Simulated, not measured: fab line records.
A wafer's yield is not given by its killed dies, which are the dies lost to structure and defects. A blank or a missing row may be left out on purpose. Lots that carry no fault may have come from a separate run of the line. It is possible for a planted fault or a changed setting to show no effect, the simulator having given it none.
Split-lot study + flow n5Finfet + on a route of 1938 steps: 7 lots, 21 wafers read

== ABOUT THE SPLIT ==
At N5_PASSIVATION_ETCH_59 (etches TaN in Cl2/BCl3, target depth 65 nm, time 34.9 s), the setting timeS was moved away from the recipe's 34.9 s on 6 of the 21 wafers read, by -17.2% to +11.7%. All remaining wafers had this setting at the recipe value.

The split's own step is where the reading is taken.

== THE READING ==
etch.depthNm (the simulator's own value, which no gauge read), in nm, at N5_PASSIVATION_ETCH_59 (etches TaN in Cl2/BCl3, target depth 65 nm, time 34.9 s). No usual value for it is given in the file. Across the 15 wafers here that went through the recipe, the average is 64.06 nm and the standard deviation 1.3 nm.

| wafer  | tool, chamber at the split | timeS as run, s | against the recipe | etch.depthNm, nm | against lot-mates on the recipe |
|--------|----------------------------|-----------------|--------------------|------------------|---------------------------------|
| L076.1 | rieMetal-03, 0             | 34.9            | recipe             | 63.45            | -                               |
| L076.2 | rieMetal-03, 1             | 34.9            | recipe             | 64.26            | -                               |
| L076.4 | rieMetal-03, 1             | 34.9            | recipe             | 64.34            | -                               |
| L082.1 | rieMetal-02, 1             | 28.99           | -16.9%             | 55.42            | -10.80                          |
| L082.2 | rieMetal-02, 0             | 34.9            | recipe             | 66.22            | -                               |
| L082.6 | rieMetal-02, 0             | 28.99           | -16.9%             | 54.66            | -11.56                          |
| L089.2 | rieMetal-03, 1             | 34.9            | recipe             | 64.71            | -                               |
| L089.3 | rieMetal-03, 1             | 34.9            | recipe             | 64.84            | -                               |
| L089.6 | rieMetal-03, 0             | 34.9            | recipe             | 63.01            | -                               |
| L094.1 | rieMetal-03, 0             | 28.89           | -17.2%             | 51.97            | -11.45                          |
| L094.5 | rieMetal-03, 1             | 34.9            | recipe             | 64.2             | -                               |
| L094.6 | rieMetal-03, 0             | 34.9            | recipe             | 62.65            | -                               |
| L093.4 | rieMetal-01, 0             | 38.98           | +11.7%             | 72.32            | +5.59                           |
| L093.5 | rieMetal-01, 1             | 34.9            | recipe             | 66.73            | -                               |
| L093.6 | rieMetal-01, 0             | 38.98           | +11.7%             | 72.62            | +5.89                           |
| L092.1 | rieMetal-03, 0             | 34.9            | recipe             | 62.59            | -                               |
| L092.4 | rieMetal-03, 0             | 34.9            | recipe             | 62.13            | -                               |
| L092.5 | rieMetal-03, 0             | 34.9            | recipe             | 62.82            | -                               |
| L096.1 | rieMetal-03, 1             | 29.53           | -15.4%             | 54.37            | -10.09                          |
| L096.2 | rieMetal-03, 1             | 34.9            | recipe             | 64.57            | -                               |
| L096.6 | rieMetal-03, 1             | 34.9            | recipe             | 64.34            | -                               |

FIT RESULTS
A straight line over all 21 wafers: etch.depthNm changes by +0.629 nm for each +1% of timeS; r = +0.97; the points scatter about the line by 1.3 nm.
The same after taking each lot's own level away (the mean of its wafers on the recipe; 21 wafers): +0.618 nm for each +1%; r = +0.99; scatter 0.7 nm.
On that fit, the largest move of timeS shifts the reading by 11 nm.
The lots' own levels span 62.513 to 66.730 nm, that is 3.3 times the standard deviation above.
Hence the lot-to-lot level has little effect on the slope; both slopes agree.
Check: with one of the wafers moved furthest among these (-17.2%) left out of the fit, the line predicts -10.8 nm for it against its lot-mates. It came out at -11.5 nm against them.

== THESE WAFERS: OTHER SPLITS ==
Note: prior to the reading, these wafers also went through further splits. Each is held against what the fit with the lots' levels taken away leaves over:
| other split on the same wafers  | wafers away from the commonest value | r with etch.depthNm (lot level and that fit taken away) |
|---------------------------------|--------------------------------------|---------------------------------------------------------|
| N5_BEOL_M15_COAT_04 spinRpm     | 9                                    | -0.05                                                   |
| N5_MIM_BOT_SPUTTER_00 timeS     | 5                                    | -0.14                                                   |
| N5_PASSIVATION_EXPOSE_07 doseMj | 9                                    | +0.23                                                   |

== THE FILE'S OWN FIT ==
etch.depthNm changes by +0.636 nm for each +1% of timeS, r = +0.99.
